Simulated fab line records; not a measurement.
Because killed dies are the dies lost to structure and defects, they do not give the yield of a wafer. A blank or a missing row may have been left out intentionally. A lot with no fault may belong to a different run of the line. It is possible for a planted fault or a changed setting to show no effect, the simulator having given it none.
Comparing a struck lot with a sound one ; flow nand-harc ; 15 steps out of a route of 1159
Sound: wafers L970.1, L970.3, L970.5. Wafers L981.1, L981.5, L981.6 were the ones struck. The cause is named last.
Order at every step that has rows: each side's tool, ch and its chambers, its first start. Under that, the readings that differ: sound wafers ; struck wafers ; difference of the means ; sigmas: that difference in standard deviations of wafers without a fault.
alike: readings whose means differ by less than 2 such deviations, and words and numbers that are the same on both sides. not compared: withheld readings, readings that some wafer has no value for, bounds like >300 that may hide the same value, and numbers for which the record gives no deviation and whose values overlap.
Wherever a step has rows on one side only, a row that says differs or no value, or a row with sigmas, the two part there. Non-overlapping numbers with no deviation appear without sigmas and do not part them. Lack of a reading on every wafer of one side parts them only where that side has two or more wafers.

NHARC_A_BLC_OVL_MEAS_11:
  sound on overlay-01 at day 17 23:29; struck on overlay-01 at day 20 06:24
reading;sound;struck;difference;sigmas
overlay-y-nm (nm);-1.5 -1.3 -1.2;1.2 0.8 0.4;+2.1;+3
  alike: overlay-x-nm
NHARC_A_BLC_INSPECT_12:
  sound on defect-inspect-01 at day 17 23:32; struck on defect-inspect-01 at day 20 06:26
  alike: raw-defect-count
NHARC_A_BLC_DESCUM_15: chemistry O2, time 3 s.
  sound on rie-diel-03 ch 0,1, day 17 23:36; struck on rie-diel-09 ch 0,1,3, day 20 06:31
reading;sound;struck;difference;sigmas
oes-product-au (a.u.);1.029 1.009 1.024;0.996 0.988 0.997;-0.027;-2
  alike: drypump-motor-current-A, mfc-ar-sccm, rf-vpp-V, showerhead-plenum-p-Torr, throttle-valve-pct
  not compared: rf-hours-counter-h
NHARC_A_BLC_ETCH_16: etches the open film in CF4, target depth 39 nm, time 65 s.
  sound on rie-diel-03 ch 0,2, day 17 23:40; struck on rie-diel-09 ch 0,1,2, day 20 06:36
reading;sound;struck;difference;sigmas
oes-product-au (a.u.);1.021 1.013 1.002;0.987 0.993 0.985;-0.024;-2
throttle-valve-pct (%);13.265 13.269 13.278;13.283 13.295 13.301;+0.022;+3
  alike: drypump-motor-current-A, mfc-ar-sccm, rf-vpp-V, showerhead-plenum-p-Torr
  not compared: rf-hours-counter-h
then, 1 step without rows for these wafers: NHARC_A_BLC_ETCH_17 (etches the open film in N2/H2, target depth 390 nm, time 609.38 s).
NHARC_A_BLC_ETCH_18: etches the open film in C4F8/O2/Ar, target depth 910 nm.
  sound: rie-diel-03 ch 0,3; struck: rie-diel-09 ch 1,2,3
  alike: oes-product-au, rf-vpp-V
  not compared: rf-hours-counter-h
NHARC_A_BLC_CD_MEAS_19:
  sound on cd-sem-02 at day 18 00:33; struck on cd-sem-03 at day 20 07:27
  alike: cd-nm
NHARC_A_BLC_STRIP_29: strips in CF4.
  sound on rie-diel-09 ch 1,2,3, day 18 00:38; struck on rie-diel-03 ch 0,1,2, day 20 07:34
  alike: drypump-motor-current-A, mfc-ar-sccm, oes-product-au, rf-vpp-V, showerhead-plenum-p-Torr, throttle-valve-pct
  not compared: rf-hours-counter-h
then, 2 steps without rows for these wafers: NHARC_A_BLC_STRIP_21 (strips in O2); NHARC_A_BLC_STRIP_22 (strips in post etch residue remover, time 600 s).
NHARC_A_BLC_DEGAS_30: time 60 s.
  sound on pvd-sputter-03 at day 18 01:10; struck on pvd-sputter-02 at day 20 08:05
  alike: heater-power-w
then, 1 step without rows for these wafers: NHARC_A_BLC_PRE_CLEAN_31 (time 15 s).
NHARC_A_BLC_PVD_32: deposits Ti, target thk 5 nm, time 17.7 s.
  sound on pvd-sputter-03 at day 18 01:19; struck on pvd-sputter-02 at day 20 08:14
  no value came back on the struck wafers for cathode-dc-power-W (W), chamber-pressure-pa (Pa), throttle-valve-pct (%); on the sound wafers cathode-dc-power-W (W) reads 5000.7 4999.1 4999.3
then, 1 step without rows for these wafers: NHARC_A_BLC_ALD_23 (deposits TiN, target thk 3 nm, pulse time 1 s, ald cycles 150).
-- break in the record here, with 2 days between the starts of the struck wafers on either side (left off in module A_BLC, picked up again in module END, where the first step shown is number 1159 on the route) --
NHARC_END_SORT_01:
  only the struck wafers appear in the record here, on prober-02 ch 0 at day 22 10:41; the sound ones have no rows

WHERE THEY PART
Earliest at NHARC_A_BLC_OVL_MEAS_11; latest, in this record, at NHARC_END_SORT_01.

WHY: what had been put in by the simulator
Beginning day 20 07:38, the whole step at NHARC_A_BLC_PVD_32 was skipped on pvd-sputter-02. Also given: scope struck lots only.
